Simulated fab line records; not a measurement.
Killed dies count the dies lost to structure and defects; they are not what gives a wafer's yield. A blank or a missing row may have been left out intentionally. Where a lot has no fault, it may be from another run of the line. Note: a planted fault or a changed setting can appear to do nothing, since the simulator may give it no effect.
Chamber matching    flow nand harc    3 sister chambers for NHARC_P_M2_DEP_33 on pecvd-03
The step deposits SiCN, target thk 30 nm. 6 wafers are shown with their chamber, then 8 later ones without.

## WAFERS PAIRED WITH THEIR CHAMBERS
wafer   chamber  rf fwd power W (W)  heater power w (W)
L238.6  2        446.6               595
L240.1  2        448.2               624
L242.6  0        449.6               658
L245.3  0        450.4               657
L245.5  1        450.5               595
L250.1  1        450.2               629

## WAFERS WITHOUT THEIR CHAMBER
wafer   rf fwd power W (W)  heater power w (W)
L250.3  448.5               645
L250.5  450.0               642
L252.3  447.8               603
L252.4  447.6               614
L252.6  447.9               527
L253.2  449.3               626
L253.4  449.4               506
L253.5  449.4               605

## EACH ONE'S CHAMBER
wafer   from the rows above           in truth
L250.3  can't be placed: 0 or 2 or 1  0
L250.5  can't be placed: 0 or 1       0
L252.3  2                             2
L252.4  2                             2
L252.6  can't be placed: 2 or 1       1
L253.2  can't be placed: 1 or 0 or 2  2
L253.4  can't be placed: 1 or 2       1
L253.5  can't be placed: 1 or 2 or 0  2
Placed correctly: 2 of 8. Unplaceable from these rows: 6, with the true chamber sitting among the candidates in 6. 0 placed wrongly.
How it was worked out, from the rows above alone: a wafer's distance from a chamber is the root of the sum, over the readings, of the square of ((its reading less the chamber's mean) divided by the reading's scatter). The wafer belongs to the nearest chamber; if the next one is less than 2 further off, it can't be placed. Each chamber's mean is taken over the wafers shown for it. The scatter: take each reading less its chamber's mean, square it, sum over the shown wafers, divide by the number of wafers less the number of chambers, and take the root.
